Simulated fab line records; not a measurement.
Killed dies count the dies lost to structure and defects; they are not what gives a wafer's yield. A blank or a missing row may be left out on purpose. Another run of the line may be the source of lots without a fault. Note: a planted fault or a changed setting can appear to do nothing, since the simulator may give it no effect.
A lot that was struck, set against a sound lot :: flow n5-finfet :: 25 steps out of a route of 1938
Sound: the wafers L502.3, L502.4, L502.5. Wafers struck: L513.1, L513.2, L513.5. At the end, the cause is stated.
Per side, at each step with rows, come the tool, then ch with its chambers, and then its first start. Under that, the readings that differ: sound wafers :: struck wafers :: difference of the means :: sigmas: that difference in standard deviations of wafers without a fault.
alike: words and numbers the same on both sides, and readings whose means are apart by under 2 such deviations; not compared: readings that were withheld, readings missing a value for some wafer, numbers with overlapping values and no deviation given by the record, and bounds like >300 which may hide the same value.
Wherever a step has rows on one side only, a row that says differs or no value, or a row with sigmas, the two part there. Numbers that don't overlap but have no deviation are shown without sigmas and don't part them. Lack of a reading on every wafer of one side parts them only where that side has two or more wafers.

first, 8 steps without rows for these wafers: N5_BEOL_M15_SPUTTER_45 (material Cu, target thk 100 nm, time 16.67 s); N5_BEOL_M15_ECD_47 (material Cu, target thk 1860 nm); N5_BEOL_M15_ANNEAL_48 (time 90 s); N5_BEOL_M15_CMP_49 (polishes, stops on SiO2, t overpolish 4.9 s, target thk 850 nm); N5_BEOL_M15_PRE_CLEAN_52 (time 15 s); N5_BEOL_M15_DEP_53 (deposits SiCN from 3MS/NH3, target thk 50 nm, time 17.8 s); N5_PASSIVATION_PECVD_00 (deposits SiO2 from SiH4/N2O, target thk 200 nm, time 11.2 s); N5_MIM_BOT_DEGAS_01 (time 60 s).
N5_MIM_BOT_SPUTTER_00: material TiN, target thk 35 nm, time 89.7 s.
  struck on pvd-sputter-02, day 15 18:40; sound on pvd-sputter-02, day 12 14:19
  alike: throttle-valve-pct
then, 13 steps without rows for these wafers: N5_MIM_TOP_ALD_00 (deposits Al2O3, purge time 3 s, co reactant pulse time 3 s); N5_MIM_TOP_ALD_01 (deposits HfO2, target thk 5.6 nm, pulse time 1 s, purge time 3 s); N5_MIM_TOP_ALD_02 (deposits Al2O3, purge time 3 s, co reactant pulse time 3 s); N5_MIM_TOP_DEGAS_04 (time 60 s); N5_MIM_TOP_SPUTTER_03 (material TiN, target thk 35 nm, time 89.7 s); N5_MIM_TOP_LITHO_HMDS_01 (time 60 s); N5_MIM_TOP_LITHO_COAT_02; N5_MIM_TOP_LITHO_EBR_04; N5_MIM_TOP_LITHO_SOFTBAKE_03 (time 90 s); N5_MIM_TOP_LITHO_EXPOSE_05 (exposes mask MIM TOP, target cd 2000 nm); N5_MIM_TOP_LITHO_PEB_06; N5_MIM_TOP_LITHO_DEVELOP_07 (develop time 60 s); N5_MIM_TOP_LITHO_HARDBAKE_09 (time 120 s).
N5_MIM_TOP_LITHO_INSPECT_12: inspects for defects (macro).
  struck on defect-inspect-01, day 15 20:07; sound on defect-inspect-02, day 12 16:41
reading: raw-defect-count
sound: 2 3 5
struck: >300 >300 >300
difference: differs
sigmas: 
then, 1 step without rows for these wafers: N5_MIM_TOP_LITHO_DESCUM_10 (chemistry O2, time 7.9 s).
N5_PASSIVATION_PROBE_49:
  record: rows for the struck wafers here (prober-02, day 16 06:08), none for the sound ones

## WHERE THEY PART
Last at N5_PASSIVATION_PROBE_49 as far as this record goes, first at N5_MIM_TOP_LITHO_INSPECT_12.

WHY: whatever the simulator had introduced
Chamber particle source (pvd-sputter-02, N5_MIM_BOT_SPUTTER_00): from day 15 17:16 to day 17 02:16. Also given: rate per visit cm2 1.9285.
